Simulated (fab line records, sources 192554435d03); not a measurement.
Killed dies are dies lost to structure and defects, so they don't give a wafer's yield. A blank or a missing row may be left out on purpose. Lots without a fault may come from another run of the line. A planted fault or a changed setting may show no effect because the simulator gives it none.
Which tool did it? | flow n5_finfet | 11 lots, 33 wafers sampled, at 5 steps of a route of 1938

WHAT THE GAUGES READ, wafer by wafer
N5_BEOL_M13_INSPECT_12: inspects for defects (macro).
lot  | measured     | on                | raw_defect_count
L077 | day 10 23:29 | defect_inspect-02 | 1 1 2
L075 | day 11 18:07 | defect_inspect-02 | 4 1 1
L080 | day 12 08:11 | defect_inspect-01 | 4 2 3
L081 | day 13 10:27 | defect_inspect-01 | 5 3 1
L082 | day 13 12:46 | defect_inspect-02 | 1 0 1
L085 | day 13 20:25 | defect_inspect-02 | 3 3 1
L087 | day 14 13:14 | defect_inspect-02 | 7 1 2
L090 | day 15 09:27 | defect_inspect-01 | 0 2 2
L092 | day 15 22:23 | defect_inspect-01 | 3 0 1
L094 | day 16 00:04 | defect_inspect-02 | 1 2 0
L097 | day 16 20:10 | defect_inspect-01 | 3 1 3

WHICH TOOL RAN EACH LOT (tool, then ch and the chambers of the sampled wafers, then the start)
lot  | N5_BEOL_M12_STRIP_64                 | N5_BEOL_M12_DESCUM_33              | N5_BEOL_M12_TRENCH_ETCH_34         | N5_BEOL_M12_SPUTTER_43
L077 | plasma_asher-01 ch 0,1, day 10 19:11 | rie_diel-03 ch 0,2,3, day 10 19:50 | rie_diel-03 ch 0,2,3, day 10 20:12 | pvd_sputter-01, day 10 21:18
L075 | plasma_asher-01 ch 0,1, day 11 13:34 | rie_diel-04 ch 1,3, day 11 14:14   | rie_diel-04 ch 1,3, day 11 14:36   | pvd_sputter-01, day 11 16:16
L080 | plasma_asher-02 ch 0,1, day 12 02:35 | rie_diel-03 ch 0,2,3, day 12 03:10 | rie_diel-03 ch 0,2,3, day 12 03:31 | pvd_sputter-01, day 12 06:29
L081 | plasma_asher-02 ch 0, day 13 04:43   | rie_diel-03 ch 1,2, day 13 05:24   | rie_diel-03 ch 1,2, day 13 05:46   | pvd_sputter-01, day 13 08:44
L082 | plasma_asher-01 ch 0,1, day 13 05:17 | rie_diel-03 ch 0,3, day 13 05:59   | rie_diel-03 ch 0,3, day 13 06:22   | pvd_sputter-03, day 13 11:03
L085 | plasma_asher-02 ch 1, day 13 14:29   | rie_diel-01 ch 1,2, day 13 15:10   | rie_diel-01 ch 1,2, day 13 15:32   | pvd_sputter-03, day 13 18:02
L087 | plasma_asher-01 ch 0,1, day 14 09:03 | rie_diel-03 ch 0,1,2, day 14 09:48 | rie_diel-03 ch 0,1,2, day 14 10:10 | pvd_sputter-02, day 14 11:19
L090 | plasma_asher-02 ch 0,1, day 15 02:23 | rie_diel-04 ch 0,1,2, day 15 03:08 | rie_diel-04 ch 0,1,2, day 15 03:29 | pvd_sputter-02, day 15 07:35
L092 | plasma_asher-02 ch 0,1, day 15 16:22 | rie_diel-04 ch 0,3, day 15 17:09   | rie_diel-04 ch 0,3, day 15 17:31   | pvd_sputter-01, day 15 20:40
L094 | plasma_asher-02 ch 0,1, day 15 19:08 | rie_diel-04 ch 0,1,3, day 15 19:43 | rie_diel-04 ch 0,1,3, day 15 20:05 | pvd_sputter-01, day 15 22:06
L097 | plasma_asher-01 ch 0,1, day 16 13:18 | rie_diel-01 ch 1,2, day 16 14:06   | rie_diel-01 ch 1,2, day 16 14:28   | pvd_sputter-03, day 16 18:19
- N5_BEOL_M12_STRIP_64: strips in N2/H2.
- N5_BEOL_M12_DESCUM_33: chemistry O2, time 7.9 s.
- N5_BEOL_M12_TRENCH_ETCH_34: etches SiOC in C4F8/O2/Ar, target depth 318.95 nm, time 125.5 s.
- N5_BEOL_M12_SPUTTER_43: material TaN, target thk 15 nm, time 24.19 s.

THE ANSWER, worked out from the rows above alone
Rule: what is usual is taken from the lots themselves. Put in order of their means at a reading, lots are off if they are a third of the lots or fewer, leave a main group of 4 or more, and stand apart from it by a gap of 3 or more times the standard deviation of the main group's means; of several such gaps the widest counts. A main group whose means are all the same, to the digits that the tables above print for the reading, isn't used. A lot without any number at a reading at which 4 lots or more have one is off too. The other lots that the step has rows for count as sound.
No lot is off at any reading shown: from this, nothing can be told.

WHAT THE SIMULATOR HAD PUT IN
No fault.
